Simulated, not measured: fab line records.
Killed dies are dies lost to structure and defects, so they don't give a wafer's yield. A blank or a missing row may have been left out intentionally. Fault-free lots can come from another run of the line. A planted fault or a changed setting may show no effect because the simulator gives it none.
Chamber matching ; flow nandHarc ; 4 sister chambers for NHARC_A_STAIRCASE_DESCUM_219 on rieDiel-01
The step chemistry O2, time 3 s. 8 wafers are shown with their chamber, then 11 later ones without.

== EACH WAFER AND ITS CHAMBER ==
wafer;chamber;showerheadPlenumPTorr (Torr);drypumpMotorCurrentA (A)
L085.6;0;2.05;5.3
L087.5;1;1.95;5.2
L087.2;0;2.04;5.2
L087.4;3;1.80;5.9
L089.1;1;1.95;5.2
L089.4;3;1.80;5.9
L089.5;2;1.96;6.5
L089.2;2;1.96;6.5

== WAFERS WHOSE CHAMBER IS MISSING ==
wafer;showerheadPlenumPTorr (Torr);drypumpMotorCurrentA (A)
L089.3;2.04;5.3
L089.6;1.95;5.1
L091.2;1.80;5.9
L091.4;2.04;5.3
L091.5;1.95;5.2
L092.2;1.95;6.6
L092.5;2.04;5.3
L092.6;1.95;5.2
L096.1;1.95;6.6
L096.2;1.80;5.9
L096.3;2.04;5.3

== WHICH CHAMBER EACH WENT THROUGH ==
wafer;from the rows above;in truth
L089.3;0;0
L089.6;1;1
L091.2;3;3
L091.4;0;0
L091.5;1;1
L092.2;2;2
L092.5;0;0
L092.6;1;1
L096.1;2;2
L096.2;3;3
L096.3;0;0
Correct placement for 11 of the 11. Can't be placed from these rows: 0. Placed wrongly: 0.
How it was worked out, from the rows above alone: a wafer's distance from a chamber is the root of the sum, over the readings, of the square of ((its reading less the chamber's mean) divided by the reading's scatter). The wafer belongs to the nearest chamber; if the next one is less than 2 further off, it can't be placed. A chamber's mean is the mean of its shown wafers. The scatter: take each reading less its chamber's mean, square it, sum over the shown wafers, divide by the number of wafers less the number of chambers, and take the root.
